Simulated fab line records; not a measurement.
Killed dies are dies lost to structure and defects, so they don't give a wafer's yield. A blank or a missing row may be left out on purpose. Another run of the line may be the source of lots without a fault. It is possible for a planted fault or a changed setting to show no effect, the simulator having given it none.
Which tool was responsible? | flow n5Finfet | 7 lots, 21 wafers sampled, at 2 steps of a route of 1938

== WHAT THE GAUGES READ, wafer by wafer ==
N5_GATE_CUT_INSPECT_26: inspects for defects (darkfield).
lot  | measured     | on               | rawDefectCount
L732 | day 4 22:29  | defectInspect-02 | 29 16 31
L742 | day 7 10:54  | defectInspect-01 | 36 49 55
L745 | day 8 06:48  | defectInspect-02 | 46 32 52
L747 | day 8 23:18  | defectInspect-01 | 23 32 15
L749 | day 9 10:01  | defectInspect-02 | 11 8 19
L751 | day 9 18:26  | defectInspect-02 | 66 17 64
L754 | day 10 12:59 | defectInspect-01 | 47 21 33

== EACH LOT AND THE TOOL THAT RAN IT (in order: tool; ch and the chambers of the sampled wafers; start) ==
lot  | N5_GATE_CUT_VAPOR_ETCH_49
L732 | rieMetal-03 ch 0,1, day 4 19:30
L742 | rieMetal-03 ch 0,1, day 7 08:08
L745 | rieMetal-01 ch 0,1, day 8 04:02
L747 | rieMetal-02 ch 0,1, day 8 19:29
L749 | rieMetal-03 ch 1, day 9 07:13
L751 | rieMetal-02 ch 1, day 9 15:41
L754 | rieMetal-02 ch 0,1, day 10 09:55
- N5_GATE_CUT_VAPOR_ETCH_49: etches TiAlC in BCl3/Cl2.

== THE ANSWER, worked out from the rows above alone ==
Rule: what is usual is taken from the lots themselves. Put in order of their means at a reading, lots are off if they are a third of the lots or fewer, leave a main group of 4 or more, and stand apart from it by a gap of 3 or more times the standard deviation of the main group's means; of several such gaps the widest counts. The tables above print the reading to a certain number of digits; a main group whose means all agree to those digits is not used. A lot without any number at a reading at which 4 lots or more have one is off too. Any other lot the step has rows for is counted as sound.
Across all readings shown, no lot is off: no conclusion can be drawn from this.

== WHAT THE SIMULATOR PUT IN ==
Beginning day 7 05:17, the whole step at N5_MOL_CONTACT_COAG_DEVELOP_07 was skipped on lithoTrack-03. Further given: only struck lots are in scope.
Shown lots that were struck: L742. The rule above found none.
